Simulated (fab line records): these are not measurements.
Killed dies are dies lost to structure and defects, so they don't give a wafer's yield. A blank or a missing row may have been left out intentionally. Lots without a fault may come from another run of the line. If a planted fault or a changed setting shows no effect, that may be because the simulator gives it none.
Split-lot trial	flow n5 finfet	21 wafers read from 7 lots, route of 1938 steps

== ON THE SPLIT ==
At N5_BEOL_M12_SPUTTER_44 (material Ta, target thk 10 nm, time 16.13 s), the setting time s was moved away from the recipe's 16.13 s on 4 of the 21 wafers read, by -14.4% to +9.4%. The other wafers ran this setting at the recipe's value.

Reading taken at the split's own step.

== THE READING ==
Ta_of_BEOL_M12_SPUTTER_44.thk nm (the simulator's own value, which no gauge read), in nm, at N5_BEOL_M12_SPUTTER_44 (material Ta, target thk 10 nm, time 16.13 s). There is no usual value for it anywhere in the file. The 17 wafers here that ran the recipe average 10.0 nm, standard deviation 0.17 nm.

wafer	tool, chamber at the split	time s as run, s	against the recipe	Ta_of_BEOL_M12_SPUTTER_44.thk nm, nm	against lot-mates on the recipe
L080.1	pvd sputter-03, -	16.13	recipe	10	-
L080.2	pvd sputter-03, -	13.8	-14.4%	8.4	-1.6
L080.3	pvd sputter-03, -	13.8	-14.4%	8.4	-1.6
L081.2	pvd sputter-02, -	16.13	recipe	10	-
L081.5	pvd sputter-02, -	16.13	recipe	10	-
L081.6	pvd sputter-02, -	16.13	recipe	10	-
L084.1	pvd sputter-02, -	16.13	recipe	9.6	-
L084.4	pvd sputter-02, -	16.13	recipe	10	-
L084.6	pvd sputter-02, -	16.13	recipe	10	-
L083.4	pvd sputter-02, -	17.64	+9.4%	10.4	+0.6
L083.5	pvd sputter-02, -	16.13	recipe	9.8	-
L083.6	pvd sputter-02, -	17.64	+9.4%	10.8	+1.0
L086.1	pvd sputter-03, -	16.13	recipe	10	-
L086.3	pvd sputter-03, -	16.13	recipe	10	-
L086.5	pvd sputter-03, -	16.13	recipe	10	-
L093.2	pvd sputter-02, -	16.13	recipe	10	-
L093.3	pvd sputter-02, -	16.13	recipe	9.8	-
L093.5	pvd sputter-02, -	16.13	recipe	9.8	-
L095.3	pvd sputter-01, -	16.13	recipe	10.4	-
L095.4	pvd sputter-01, -	16.13	recipe	10	-
L095.6	pvd sputter-01, -	16.13	recipe	10.2	-

THE FIT
A straight line over all 21 wafers: Ta_of_BEOL_M12_SPUTTER_44.thk nm changes by +0.0958 nm for each +1% of time s; r = +0.94; the points scatter about the line by 0.2 nm.
The same after taking each lot's own level away (the mean of its wafers on the recipe; 21 wafers): +0.103 nm for each +1%; r = +0.97; scatter 0.14 nm.
According to that fit, moving time s by its largest amount changes the reading by 1.5 nm.
The lots' own levels span 9.80 to 10.20 nm, that is 2.4 times the standard deviation above.
So the lot-to-lot level changes the slope little: the two slopes agree.
Check: with one of the wafers moved furthest among these (-14.4%) left out of the fit, the line predicts -1.46 nm for it against its lot-mates. It came out at -1.6 nm against them.

== ADDITIONAL SPLITS CARRIED BY THESE WAFERS ==
Note: prior to the reading, these wafers also went through further splits. Each is held against what the fit with the lots' levels taken away leaves over:
other split on the same wafers	wafers away from the commonest value	r with Ta_of_BEOL_M12_SPUTTER_44.thk nm (lot level and that fit taken away)
N5_BEOL_M12_STRIP_63 h2 flow sccm	5	-0.15
N5_BEOL_M12_ETCH_68 time s	7	-0.56

== FILE'S OWN FIT ==
Ta_of_BEOL_M12_SPUTTER_44.thk nm changes by +0.103 nm for each +1% of time s, r = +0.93.
